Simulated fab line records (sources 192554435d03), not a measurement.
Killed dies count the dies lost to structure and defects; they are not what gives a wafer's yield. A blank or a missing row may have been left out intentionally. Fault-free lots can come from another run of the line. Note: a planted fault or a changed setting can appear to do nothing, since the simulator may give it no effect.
Split-lot experiment ; flow n5Finfet ; route with 1938 steps; 7 lots, 39 wafers read

== ABOUT THE SPLIT ==
At N5_DUMMY_GATE_ETCH_37 (etches SOC in N2/H2, target depth 60 nm, overetch 30 nm), the setting sourceW was moved away from the recipe's 840 W on 12 of the 39 wafers read, by -18.1% to +12.3%. For the rest of the wafers, this setting stayed at what the recipe calls for.

The reading comes from the split's own step.

== THE READING ==
rfVppV, in V, at N5_DUMMY_GATE_ETCH_37 (etches SOC in N2/H2, target depth 60 nm, overetch 30 nm). On this fab line, fault-free wafers typically give 524.5 V with a standard deviation of 2 V.

wafer;tool, chamber at the split;sourceW as run, W;against the recipe;rfVppV, V;against lot-mates on the recipe
L081.1;rieDiel-03, 3;840;recipe;527.5;-
L081.2;rieDiel-03, 1;840;recipe;524.8;-
L081.3;rieDiel-03, 2;840;recipe;527.4;-
L081.4;rieDiel-03, 0;840;recipe;522.7;-
L081.5;rieDiel-03, 3;840;recipe;526.5;-
L081.6;rieDiel-03, 0;840;recipe;522.2;-
L083.1;rieDiel-05, 1;723.6;-13.9%;549.7;+24.2
L083.2;rieDiel-05, 0;840;recipe;527.5;-
L083.3;rieDiel-05, 3;840;recipe;522.5;-
L083.4;rieDiel-05, 2;723.6;-13.9%;551.1;+25.6
L083.5;rieDiel-05, 0;840;recipe;526.4;-
L083.6;rieDiel-05, 1;723.6;-13.9%;549.7;+24.2
L084.1;rieDiel-05, 2;840;recipe;522.9;-
L084.2;rieDiel-05, 3;840;recipe;524.0;-
L084.3;rieDiel-05, 0;840;recipe;526.3;-
L084.4;rieDiel-05, 1;840;recipe;523.2;-
L084.5;rieDiel-05, 0;840;recipe;526.5;-
L084.6;rieDiel-05, 1;840;recipe;521.7;-
L088.1;rieDiel-03, 2;688.2;-18.1%;562.2;+37.2
L088.2;rieDiel-03, 0;840;recipe;521.5;-
L088.3;rieDiel-03, 3;840;recipe;526.6;-
L088.4;rieDiel-03, 1;688.2;-18.1%;559.6;+34.6
L088.5;rieDiel-03, 1;688.2;-18.1%;559.8;+34.8
L088.6;rieDiel-03, 2;840;recipe;526.8;-
L091.1;rieDiel-03, 2;943.6;+12.3%;505.1;-19.8
L091.2;rieDiel-03, 1;840;recipe;524.7;-
L091.3;rieDiel-03, 3;943.6;+12.3%;507.4;-17.5
L091.4;rieDiel-03, 0;943.6;+12.3%;503.6;-21.3
L091.5;rieDiel-03, 3;840;recipe;527.9;-
L091.6;rieDiel-03, 0;840;recipe;522.2;-
L092.4;rieDiel-03, 3;840;recipe;525.1;-
L092.5;rieDiel-03, 2;840;recipe;526.9;-
L092.6;rieDiel-03, 3;840;recipe;526.9;-
L096.1;rieDiel-03, 3;840;recipe;529.2;-
L096.2;rieDiel-03, 0;840;recipe;521.3;-
L096.3;rieDiel-03, 2;706.3;-15.9%;557.5;+33.4
L096.4;rieDiel-03, 1;706.3;-15.9%;554.9;+30.8
L096.5;rieDiel-03, 1;706.3;-15.9%;554.2;+30.1
L096.6;rieDiel-03, 0;840;recipe;521.7;-

THE FIT
A straight line over all 39 wafers: rfVppV changes by -1.84 V for each +1% of sourceW; r = -0.99; the points scatter about the line by 2.4 V.
The same after taking each lot's own level away (the mean of its wafers on the recipe; 39 wafers): -1.85 V for each +1%; r = -0.99; scatter 2.4 V.
The reading moves by 33 V for the largest change in sourceW, on that fit.
The lots' own levels span 524.07 to 526.30 V, that is 1.1 times the standard deviation above.
Hence the lot-to-lot level has little effect on the slope; both slopes agree.
Check: +33.5 V against its lot-mates is what the line predicts for one of the wafers moved furthest among these (-18.1%) when that wafer is left out of the fit. Against them it came out at +37.2 V.
Tool readings at the split's step, against how far the setting was moved: rfVppV r = -0.99.

== OTHER SPLITS APPLIED TO THESE WAFERS ==
Other splits were also applied to these wafers ahead of the reading. Each is held against what the fit with the lots' levels taken away leaves over:
other split on the same wafers;wafers away from the commonest value;r with rfVppV (lot level and that fit taken away)
N5_FIN_CUT_ETCH_21 timeS;12;-0.07

== FILE'S OWN FIT ==
rfVppV changes by -1.87 V for each +1% of sourceW, r = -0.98.
